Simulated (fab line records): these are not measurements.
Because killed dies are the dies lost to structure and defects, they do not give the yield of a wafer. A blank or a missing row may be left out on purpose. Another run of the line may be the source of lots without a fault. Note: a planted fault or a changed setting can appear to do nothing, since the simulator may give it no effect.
Which tool is to blame? -- flow n5 finfet -- 27 wafers from 9 lots sampled at 5 of the route's 1938 steps

WHAT THE GAUGES SHOWED, per wafer
N5_BEOL_M4_RC_MEAS_101. Usual: DIBL_N 36.8 mV/V, standard deviation 1.5; DIBL_P 37.1 mV/V, standard deviation 2.1; IOFF_N 0.168 nA/um, standard deviation 0.03; IOFF_P 0.22 nA/um, standard deviation 0.034; ION_N 679 uA/um, standard deviation 12; ION_P 466 uA/um, standard deviation 8; SS_N 71.7 mV/dec, standard deviation 0.58; SS_P 73.5 mV/dec, standard deviation 0.67; VT_N 248.8 mV, standard deviation 2.7; VT_P -250 mV, standard deviation 3.3.
lot,measured,on,DIBL_N (mV/V),DIBL_P (mV/V),IOFF_N (nA/um),IOFF_P (nA/um),ION_N (uA/um),ION_P (uA/um),SS_N (mV/dec),SS_P (mV/dec),VT_N (mV),VT_P (mV),flag
L120,day 7 12:11,prober-02,38.6 34.9 38.5,39.9 35.0 39.9,0.204 0.135 0.213,0.24 0.17 0.25,683 662 679,463 455 466,73.2 71.3 71.6,74.1 73.5 74.3,247.3 250.8 244.0,-249 -256 -247,
L124,day 8 11:34,prober-02,36.4 38.7 36.0,37.5 40.5 37.8,0.165 0.200 0.152,0.22 0.27 0.23,677 687 679,468 468 468,71.8 72.6 71.0,72.7 74.0 72.7,247.4 246.2 251.6,-253 -247 -246,
L123,day 8 13:56,prober-02,36.8 37.9 37.9,36.8 38.8 37.6,0.162 0.184 0.190,0.26 0.29 0.26,690 689 704,482 479 486,71.3 71.8 71.9,73.5 74.2 73.5,248.8 249.6 246.3,-246 -242 -246,
L125,day 8 17:46,prober-01,37.7 39.2 34.7,38.3 37.7 33.1,0.187 0.213 0.126,0.26 0.24 0.17,678 680 667,467 460 458,72.6 72.9 71.5,74.2 73.9 73.1,247.7 248.0 252.7,-246 -247 -252,
L135,day 11 08:31,prober-02,36.5 35.7 38.2,37.7 37.1 39.7,0.184 0.152 0.230,0.21 0.19 0.24,686 682 697,463 471 476,71.9 71.7 73.2,73.9 72.8 74.2,245.8 249.9 242.6,-253 -254 -250,
L136,day 11 22:59,prober-01,37.2 38.1 35.6,37.4 38.0 35.5,0.178 0.182 0.146,0.23 0.25 0.20,690 689 683,467 470 468,71.8 71.6 70.7,72.4 73.9 72.7,245.2 247.6 251.3,-249 -247 -249,
L137,day 12 05:23,prober-01,35.7 33.8 37.9,36.8 33.9 39.5,0.139 0.118 0.169,0.22 0.17 0.27,681 674 676,472 468 471,71.1 70.9 71.7,73.4 72.4 73.9,252.4 253.6 244.6,-251 -252 -246,
L140,day 13 06:37,prober-02,38.9 36.8 38.6,37.8 35.5 36.7,0.177 0.135 0.174,0.19 0.17 0.18,678 675 683,460 459 462,72.3 70.8 72.4,73.9 73.3 73.7,247.2 254.0 249.3,-256 -256 -257,
L142,day 13 08:35,prober-02,33.4 34.7 36.5,33.0 34.8 36.2,0.126 0.147 0.164,0.19 0.22 0.26,679 681 678,469 472 474,71.3 71.5 72.4,72.9 73.4 73.0,252.8 252.4 248.7,-251 -247 -246,

WHAT TOOL EACH LOT RAN ON (gives the tool, then ch and the chambers of the sampled wafers, and finally the start)
lot,N5_BEOL_M4_ALD_98,N5_BEOL_M4_STRIP_36,N5_BEOL_M4_TRENCH_ETCH_37,N5_BEOL_M4_STRIP_97
L120,"ald sin-04 ch 1,2,3, day 7 06:50","rie diel-02 ch 0,1,2, day 7 08:02","rie diel-02 ch 0,1,2, day 7 12:11 or earlier","rie diel-02 ch 0,1,2, day 7 12:11 or earlier"
L124,"ald sin-04 ch 1,2,3, day 8 07:08","rie diel-01 ch 0,1,3, day 8 07:33","rie diel-01 ch 0,1,3, day 8 11:34 or earlier","rie diel-01 ch 0,1,3, day 8 11:34 or earlier"
L123,"ald sin-04 ch 0,1,3, day 8 08:06","rie diel-01 ch 0,1,2, day 8 08:27","rie diel-01 ch 0,1,2, day 8 13:56 or earlier","rie diel-01 ch 0,1,2, day 8 13:56 or earlier"
L125,"ald sin-02 ch 0,1,3, day 8 12:40","rie diel-06 ch 0,2,3, day 8 13:01","rie diel-06 ch 0,2,3, day 8 17:46 or earlier","rie diel-06 ch 0,2,3, day 8 17:46 or earlier"
L135,"ald sin-04 ch 1,2,3, day 11 02:39","rie diel-02 ch 1,2,3, day 11 02:58","rie diel-02 ch 1,2,3, day 11 08:31 or earlier","rie diel-02 ch 1,2,3, day 11 08:31 or earlier"
L136,"ald sin-02 ch 1,2, day 11 07:17","rie diel-06 ch 0,3, day 11 16:14","rie diel-06 ch 0,3, day 11 22:59 or earlier","rie diel-06 ch 0,3, day 11 22:59 or earlier"
L137,"ald sin-04 ch 0,3, day 11 23:14","rie diel-01 ch 0,2, day 12 00:50","rie diel-01 ch 0,2, day 12 05:23 or earlier","rie diel-01 ch 0,2, day 12 05:23 or earlier"
L140,"ald sin-04 ch 0,1,2, day 12 23:44","rie diel-06 ch 0,3, day 13 02:25","rie diel-06 ch 0,3, day 13 06:37 or earlier","rie diel-06 ch 0,3, day 13 06:37 or earlier"
L142,"ald sin-03 ch 0,2,3, day 13 00:31","rie diel-01 ch 0,3, day 13 02:52","rie diel-01 ch 0,3, day 13 08:35 or earlier","rie diel-01 ch 0,3, day 13 08:35 or earlier"
- N5_BEOL_M4_ALD_98: deposits SiO2, target thk 2.5 nm, pulse time 1 s, co reactant pulse time 1 s.
- N5_BEOL_M4_STRIP_36: strips in N2/H2.
- N5_BEOL_M4_TRENCH_ETCH_37: etches SiOC in C4F6/O2, target depth 55.555 nm, time 29.2 s.
- N5_BEOL_M4_STRIP_97: strips in N2/H2, time 10 s.

AS READ BY THE TOOLS THEMSELVES (means over the sampled wafers that have a number; for cases with no such wafer, the mark the record gives instead)
N5_BEOL_M4_ALD_98. Usual: heater power w 77 W, standard deviation 11; precursor pulse height rel 1.000, standard deviation 0.019; susceptor temp C 100.00 C, standard deviation 0.13.
lot,tool,heater power w (W),precursor pulse height rel,susceptor temp C (C),flag
L120,ald sin-04,67,1.003,100.03,
L124,ald sin-04,67,0.998,99.93,
L123,ald sin-04,71,1.006,100.15,
L125,ald sin-02,80,0.990,100.05,
L135,ald sin-04,68,0.989,100.03,
L136,ald sin-02,76,1.009,99.86,
L137,ald sin-04,68,1.012,97.00,OFF
L140,ald sin-04,63,1.003,97.17,OFF
L142,ald sin-03,79,1.009,100.16,

N5_BEOL_M4_STRIP_36. Usual: drypump motor current A 5.6 A, standard deviation 0.5; oes product au 0.81 a.u., standard deviation 0.085; rf vpp V 59.0 V, standard deviation 1.5; showerhead plenum p Torr 2.53 Torr, standard deviation 0.091; throttle valve pct 23.7 %, standard deviation 0.41.
lot,tool,drypump motor current A (A),oes product au (a.u.),rf vpp V (V),showerhead plenum p Torr (Torr),throttle valve pct (%),flag
L120,rie diel-02,5.9,0.87,59.4,2.59,23.6,
L124,rie diel-01,5.0,0.78,59.3,2.48,23.8,
L123,rie diel-01,5.3,0.81,59.0,2.52,23.8,
L125,rie diel-06,5.6,0.79,58.3,2.59,23.8,
L135,rie diel-02,6.1,0.84,58.2,2.50,23.5,
L136,rie diel-06,5.7,0.81,58.0,2.60,23.4,
L137,rie diel-01,5.7,0.81,59.3,2.56,23.5,
L140,rie diel-06,5.6,0.78,58.0,2.52,23.7,
L142,rie diel-01,4.9,0.74,58.6,2.49,23.6,

N5_BEOL_M4_TRENCH_ETCH_37. Usual: drypump motor current A 5.6 A, standard deviation 0.5; oes_ar_750_au 0.81 a.u., standard deviation 0.081; oes product au 0.81 a.u., standard deviation 0.086; rf vpp V 660 V, standard deviation 12; showerhead plenum p Torr 2.84 Torr, standard deviation 0.1; throttle valve pct 20.89 %, standard deviation 0.26.
lot,tool,drypump motor current A (A),oes_ar_750_au (a.u.),oes product au (a.u.),rf vpp V (V),showerhead plenum p Torr (Torr),throttle valve pct (%),flag
L120,rie diel-02,5.9,0.87,0.87,660,2.91,20.81,
L124,rie diel-01,5.0,0.78,0.78,669,2.77,20.88,
L123,rie diel-01,5.3,0.80,0.80,662,2.82,20.91,
L125,rie diel-06,5.6,0.80,0.79,651,2.90,21.01,
L135,rie diel-02,6.1,0.84,0.83,660,2.81,20.82,
L136,rie diel-06,5.7,0.82,0.82,657,2.92,20.85,
L137,rie diel-01,5.7,0.81,0.81,659,2.86,20.76,
L140,rie diel-06,5.6,0.79,0.79,654,2.84,20.95,
L142,rie diel-01,4.9,0.74,0.74,663,2.78,20.70,

N5_BEOL_M4_STRIP_97. Usual: drypump motor current A 5.6 A, standard deviation 0.49; oes product au 0.81 a.u., standard deviation 0.084; rf vpp V 59.1 V, standard deviation 0.84; showerhead plenum p Torr 2.53 Torr, standard deviation 0.091; throttle valve pct 23.7 %, standard deviation 0.41.
lot,tool,drypump motor current A (A),oes product au (a.u.),rf vpp V (V),showerhead plenum p Torr (Torr),throttle valve pct (%),flag
L120,rie diel-02,5.9,0.87,58.6,2.59,23.6,
L124,rie diel-01,5.0,0.78,58.9,2.48,23.8,
L123,rie diel-01,5.3,0.81,59.2,2.52,23.8,
L125,rie diel-06,5.6,0.79,59.4,2.59,23.8,
L135,rie diel-02,6.1,0.83,59.2,2.50,23.5,
L136,rie diel-06,5.7,0.81,59.0,2.60,23.5,
L137,rie diel-01,5.7,0.82,58.7,2.56,23.5,
L140,rie diel-06,5.7,0.79,59.3,2.52,23.7,
L142,rie diel-01,4.9,0.75,59.0,2.49,23.6,

THE ANSWER, worked out from the rows above alone
Rule: take the mean of a lot's wafers that have a number; if it is more than 3 standard deviations from the usual mean, the lot is off. Also off: a lot with no number at a reading for which 4 or more lots have one. Where the step has rows for the other lots, those lots are counted as sound. After the gauges, taken in route order, come the tools' own readings; for these a lot's mean is taken, as printed above. At the first step where some lot is off, the reading lying furthest off is the one used; lots without a number count as furthest.
Off: L137, L140 (N5_BEOL_M4_ALD_98, susceptor temp C).
If a tool, at that step or one of the process steps before it, ran each lot that is off and ran no sound lot following the first of them, it fits. One fits: ald sin-04 at N5_BEOL_M4_ALD_98. A fault onset in the window from L135 (day 11 02:39, its last sound lot) to L137 (day 11 23:14, its first lot off) fits.
The tool's own readings at N5_BEOL_M4_ALD_98 bear it out: on the lots that are off they differ by more than 5 times the standard deviation of the sound lots' means. susceptor temp C reads 97.09 C there against 100.03 C on the sound lots.

WHAT THE SIMULATOR HAD INSERTED
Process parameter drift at N5_BEOL_M4_ALD_98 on ald sin-04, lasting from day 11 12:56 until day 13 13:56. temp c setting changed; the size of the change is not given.
Struck lots among those shown: L137, L140. This agrees with what the rule above found.
